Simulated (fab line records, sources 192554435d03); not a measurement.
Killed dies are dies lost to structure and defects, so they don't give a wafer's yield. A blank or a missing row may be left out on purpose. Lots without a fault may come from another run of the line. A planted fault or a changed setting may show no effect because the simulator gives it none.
A struck lot beside a sound one | flow n5_finfet | 35 steps out of a route of 1938
Sound: wafers L333.1, L333.2, L333.6. Struck: wafers L339.1, L339.2, L339.5. The cause comes at the end.
At each step with rows: each side's tool, then ch and its chambers, then its first start. Under that, the readings that differ: sound wafers | struck wafers | difference of the means | sigmas: that difference in standard deviations of wafers without a fault.
alike: readings whose means differ by less than 2 such deviations, and words and numbers that are the same on both sides. not compared: withheld readings, readings that some wafer has no value for, bounds like >300 that may hide the same value, and numbers for which the record gives no deviation and whose values overlap.
The two part at a step that has a row with sigmas, a row that says differs or no value, or rows on one side only. Numbers that don't overlap but have no deviation are shown without sigmas and don't part them. A reading that every wafer of one side lacks parts them only if that side has two wafers or more.

first, 12 steps without rows for these wafers: N5_BEOL_M4_ANNEAL_82 (time 240 s); N5_BEOL_M4_SPUTTER_86 (material Cu, target thk 4.5 nm, time 8.29 s); N5_BEOL_M4_ANNEAL_87 (time 240 s); N5_BEOL_M4_SPUTTER_88 (material Cu, target thk 4.5 nm, time 8.29 s); N5_BEOL_M4_ANNEAL_89 (time 240 s); N5_BEOL_M4_SPUTTER_90 (material Cu, target thk 4.5 nm, time 8.29 s); N5_BEOL_M4_ANNEAL_91 (time 240 s); N5_BEOL_M4_SPUTTER_92 (material Cu, target thk 4.5 nm, time 8.29 s); N5_BEOL_M4_ANNEAL_93 (time 240 s); N5_BEOL_M4_SPUTTER_94 (material Cu, target thk 4.5 nm, time 8.29 s); N5_BEOL_M4_ANNEAL_95 (time 240 s); N5_BEOL_M4_SPUTTER_96 (material Cu, target thk 4.5 nm, time 8.29 s).
N5_BEOL_M4_ECD_50: material Cu, target thk 300 nm.
  sound on ecd_cu-02 ch 0,1, day 9 16:46; struck on ecd_cu-01 ch 0,1, day 11 20:49
then, 21 steps without rows for these wafers: N5_BEOL_M4_ANNEAL_51 (time 90 s); N5_BEOL_M4_CMP_52 (polishes, stops on SiOC, t overpolish 6.8 s, target thk 40 nm); N5_BEOL_M4_PRE_CLEAN_60 (time 15 s); N5_BEOL_M4_CO_CAP_55 (material Co, precursor CCTBA/H2, target thk 2 nm, time 102.1 s); N5_BEOL_M4_PRE_CLEAN_56 (time 15 s); N5_BEOL_M4_DEP_57 (deposits SiCN from 3MS/NH3, target thk 8 nm, time 14 s); N5_BEOL_M5_ILD_DEP_00 (deposits SiCOH lowk from DEMS/porogen, target thk 140.64 nm, time 25.9 s); N5_BEOL_M5_CURE_79 (cures SiCOH lowk, time 240 s); N5_BEOL_M5_PECVD_70 (deposits SiO2 from TEOS/O2, target thk 16 nm, time 18 s); N5_BEOL_M5_HM_DEP_02 (deposits TiN, target thk 20 nm); N5_BEOL_M5_COAT_59 (time 60 s, resist thk 60 nm); N5_BEOL_M5_COAT_60 (time 60 s, resist thk 12 nm); N5_BEOL_M5_COAT_71 (time 60 s, resist thk 5 nm); N5_BEOL_M5_COAT_05 (resist thk 30 nm); N5_BEOL_M5_EBR_07; N5_BEOL_M5_SOFTBAKE_06 (time 60 s); N5_BEOL_M5_EXPOSE_08 (exposes mask M5, target cd 28 nm); N5_BEOL_M5_PEB_09 (peb time 60 s); N5_BEOL_M5_DEVELOP_10 (develop time 30 s); N5_BEOL_M5_DESCUM_16 (chemistry O2, time 7 s); N5_BEOL_M5_ETCH_72 (etches underlayer in N2/H2, target depth 6.5 nm, time 5.2 s).
-- the record jumps here: 5 days lie between the struck wafers' starts before and after (it left off in module BEOL_M5 and takes up again in module PASSIVATION, whose first step shown is number 1936 of the route) --
N5_PASSIVATION_PROBE_49:
  sound on prober-01, day 14 11:59; struck on prober-01, day 16 13:31
  reading                  | sound          | struck         | difference | sigmas
  defect_limited_yield (%) | 91.5 91.9 89.7 | 53.6 52.5 52.3 | -38.2      | -24
  killed_at_M4_up          | 9 13 6         | 452 504 514    | +481       | +91
  killed_dies              | 100 96 122     | 547 560 563    | +451       | +24
  killed_on_rim            | 9 17 15        | 68 76 67       | +57        | +14
  sort_bin_5_function (%)  | 4.9 5.1 5.8    | 28.5 29.2 30.3 | +24.1      | +24
  sort_bin_6_memory (%)    | 3.3 2.7 3.9    | 15.0 15.3 14.3 | +11.6      | +14
  sort_bin_8_speed (%)     | 0 0 0          | 0 0 0.08       | +0         | +4
  sort_n_pass              | 1080 1084 1058 | 632 620 617    | -451       | -24
  sort_yield_pct (%)       | 91.5 91.9 89.7 | 53.6 52.5 52.3 | -38.2      | -24
  alike: killed_at_M0_to_M3, killed_at_contacts, killed_at_front_end, killed_at_other, killed_open, killed_short, sort_bin_4_leakage

WHERE THEY PART
Only at N5_PASSIVATION_PROBE_49, within this record.

WHY: what the simulator had put in
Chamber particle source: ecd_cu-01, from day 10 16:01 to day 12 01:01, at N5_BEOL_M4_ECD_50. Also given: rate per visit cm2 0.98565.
